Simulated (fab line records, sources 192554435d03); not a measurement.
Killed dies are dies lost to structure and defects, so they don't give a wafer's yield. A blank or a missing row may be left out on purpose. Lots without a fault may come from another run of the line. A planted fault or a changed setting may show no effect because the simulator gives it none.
One fault seen from 3 desks | flow n5_finfet | each desk has only its own numbers; what lay behind them comes last

THE TOOL OWNER'S DESK: rie_diel-04
The tool's own readings at N5_PMOS_HMC_CHANNEL_EPI_HM_OPEN_15 (chemistry CHF3/O2, target SiO2, target depth 40.6 nm, time 20.3 s): means of the sampled wafers that have a number, for each lot that ran on this tool. A lot is out of limits, marked OUT, if its mean lies more than 4 standard deviations from the usual mean; the brackets give that distance.
Columns: A = drypump_motor_current_A at N5_PMOS_HMC_CHANNEL_EPI_HM_OPEN_15, usual 5.7 A; B = oes_product_au at N5_PMOS_HMC_CHANNEL_EPI_HM_OPEN_15, usual 0.80 a.u.; C = rf_fwd_power_W at N5_PMOS_HMC_CHANNEL_EPI_HM_OPEN_15, usual 644.9 W; D = rf_vpp_V at N5_PMOS_HMC_CHANNEL_EPI_HM_OPEN_15, usual 525 V; E = showerhead_plenum_p_Torr at N5_PMOS_HMC_CHANNEL_EPI_HM_OPEN_15, usual 2.42 Torr; F = throttle_valve_pct at N5_PMOS_HMC_CHANNEL_EPI_HM_OPEN_15, usual 18.89 %
lot  | first seen here | A   | B    | C     | D   | E    | F
L262 | day 4 17:24     | 5.6 | 0.89 | 647.1 | 527 | 2.40 | 18.76
L264 | day 5 05:40     | 5.8 | 0.82 | 644.9 | 525 | 2.38 | 19.02
L265 | day 5 12:13     | 5.8 | 0.82 | 646.8 | 525 | 2.38 | 19.02
This desk's finding: nothing out of limits on any of the 3 lots.

THE METROLOGY DESK
What the gauges read, lot by lot, whatever tool the lot ran on: means of the sampled wafers that have a number. A lot is out of limits, marked OUT, if its mean lies more than 4 standard deviations from the usual mean; the brackets give that distance. Of its 12 readings 7 are shown: those that lie furthest out on some lot.
Columns: A = PMOS_HMC_BLK_OVL at N5_PMOS_HMC_CHANNEL_EPI_OVL_MEAS_10, usual -0.5 nm; B = DIBL_N at N5_BEOL_M4_RC_MEAS_101, usual 36.4 mV/V; C = DIBL_P at N5_BEOL_M4_RC_MEAS_101, usual 36.4 mV/V; D = ION_N at N5_BEOL_M4_RC_MEAS_101, usual 675 uA/um; E = SS_P at N5_BEOL_M4_RC_MEAS_101, usual 73.3 mV/dec; F = VT_N at N5_BEOL_M4_RC_MEAS_101, usual 250 mV; G = VT_P at N5_BEOL_M4_RC_MEAS_101, usual -250.3 mV
lot  | first seen here | A    | B    | C    | D   | E    | F   | G
L256 | day 3 05:04     | -0.7 | 37.0 | 34.5 | 678 | 73.4 | 250 | -248.5
L262 | day 4 17:14     | -1.5 | 36.2 | 36.3 | 662 | 73.6 | 254 | -252.3
L264 | day 5 05:11     | -0.7 | 35.7 | 37.0 | 669 | 73.6 | 250 | -252.2
L265 | day 5 11:48     | -0.3 | 37.4 | 36.1 | 688 | 72.8 | 247 | -248.8
L266 | day 5 16:59     | -0.6 | 38.3 | 38.9 | 681 | 73.3 | 249 | -250.3
L268 | day 6 05:43     | -0.8 | 37.3 | 35.7 | 675 | 73.0 | 252 | -249.6
This desk's finding: nothing out of limits on any of the 6 lots.

THE DEFECT DESK
What the inspections along the route counted, lot by lot: means of the sampled wafers that have a number. A lot is out of limits, marked OUT, if its mean lies more than 4 standard deviations from the usual mean; the brackets give that distance.
Columns: A = raw_defect_count at N5_PMOS_HMC_CHANNEL_EPI_INSPECT_11, usual 2.0
lot  | first seen here | A
L256 | day 3 05:07     | 1.7
L262 | day 4 17:17     | 1.7
L264 | day 5 05:14     | 3.0
L265 | day 5 11:51     | 2.0
L266 | day 5 17:02     | 2.7
L268 | day 6 05:46     | 1.7
This desk's finding: nothing out of limits on any of the 6 lots.

PUT TOGETHER
The tool owner's desk saw nothing out of limits.
The metrology desk saw nothing out of limits.
The defect desk saw nothing out of limits.

WHAT THE SIMULATOR HAD PUT IN
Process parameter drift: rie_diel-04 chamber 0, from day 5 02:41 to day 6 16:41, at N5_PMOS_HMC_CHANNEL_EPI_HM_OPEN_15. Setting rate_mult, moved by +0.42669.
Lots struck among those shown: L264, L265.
